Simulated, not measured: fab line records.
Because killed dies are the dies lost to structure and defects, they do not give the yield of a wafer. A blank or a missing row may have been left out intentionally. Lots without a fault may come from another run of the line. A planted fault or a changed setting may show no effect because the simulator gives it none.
The same fault as seen by 2 desks ; flow n5_finfet ; each desk has only its own numbers; what lay behind them comes last

== FOR THE TOOL OWNER'S DESK: rie_si-04 ==
The tool's own readings at N5_FIN_SAQP_FIN_ETCH_36 (etches the open film in HBr/Cl2/O2, target depth 120 nm, time 50.4 s): means of the sampled wafers that have a number, for each lot that ran on this tool. The brackets show how far a lot's mean lies from the usual mean; more than 4 standard deviations puts the lot out of limits, marked OUT.
Columns: A = bias_w at N5_FIN_SAQP_FIN_ETCH_36, usual 102.01 W; B = chamber_pressure_mTorr at N5_FIN_SAQP_FIN_ETCH_36, usual 9.999 mTorr; C = drypump_motor_current_A at N5_FIN_SAQP_FIN_ETCH_36, usual 5.7 A; D = oes_product_au at N5_FIN_SAQP_FIN_ETCH_36, usual 1.009 a.u.; E = throttle_valve_pct at N5_FIN_SAQP_FIN_ETCH_36, usual 36.00 %
lot;first seen here;A;B;C;D;E
L510;day 5 10:34;101.78;10.002;6.3;1.014;35.75
L517;day 7 03:01;93.66 (-30) OUT;10.003;6.2;0.992;35.81
L518;day 7 09:56;93.76 (-29) OUT;9.993;5.9;1.004;35.91
This desk's verdict: out of limits on L517, L518, starting with L517 at day 7 03:01 (bias_w at N5_FIN_SAQP_FIN_ETCH_36). In limits: L510.

== METROLOGY DESK ==
What the gauges read, lot by lot, whatever tool the lot ran on: means of the sampled wafers that have a number. The brackets show how far a lot's mean lies from the usual mean; more than 4 standard deviations puts the lot out of limits, marked OUT. Of its 10 readings 7 are shown: those that lie furthest out on some lot.
Columns: A = DIBL_N at N5_BEOL_M4_RC_MEAS_101, usual 35.9 mV/V; B = DIBL_P at N5_BEOL_M4_RC_MEAS_101, usual 35.9 mV/V; C = IOFF_N at N5_BEOL_M4_RC_MEAS_101, usual 0.155 nA/um; D = IOFF_P at N5_BEOL_M4_RC_MEAS_101, usual 0.201 nA/um; E = ION_N at N5_BEOL_M4_RC_MEAS_101, usual 672 uA/um; F = ION_P at N5_BEOL_M4_RC_MEAS_101, usual 460 uA/um; G = VT_P at N5_BEOL_M4_RC_MEAS_101, usual -251.6 mV
lot;first seen here;A;B;C;D;E;F;G
L510;day 11 09:11;36.9;35.5;0.161;0.225;684;470;-248.2
L517;day 12 22:38;38.2;38.1;0.185;0.231;687;465;-250.5
L518;day 13 16:14;34.8;35.8;0.168;0.205;671;458;-249.4
L520;day 13 23:29;35.3;34.4;0.140;0.203;669;464;-251.0
Finding of this desk: none of the 4 lots has anything out of limits.

== PUT TOGETHER ==
At day 7 03:01, on L517, L518, the tool owner's desk was in a position to raise an alarm.
From the metrology desk's view, nothing was out of limits.
The metrology desk has L517, L518 on record, within its limits.
N5_FIN_SAQP_FIN_ETCH_36 was run on rie_si-04 by each of the lots named.

== WHAT THE SIMULATOR PUT IN ==
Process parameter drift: rie_si-04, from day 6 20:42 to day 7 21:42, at N5_FIN_SAQP_FIN_ETCH_36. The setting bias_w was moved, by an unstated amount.
Lots struck among those shown: L517, L518.
Each desk's first reading out of limits, in hours after the fault started: the tool owner's desk, 6.
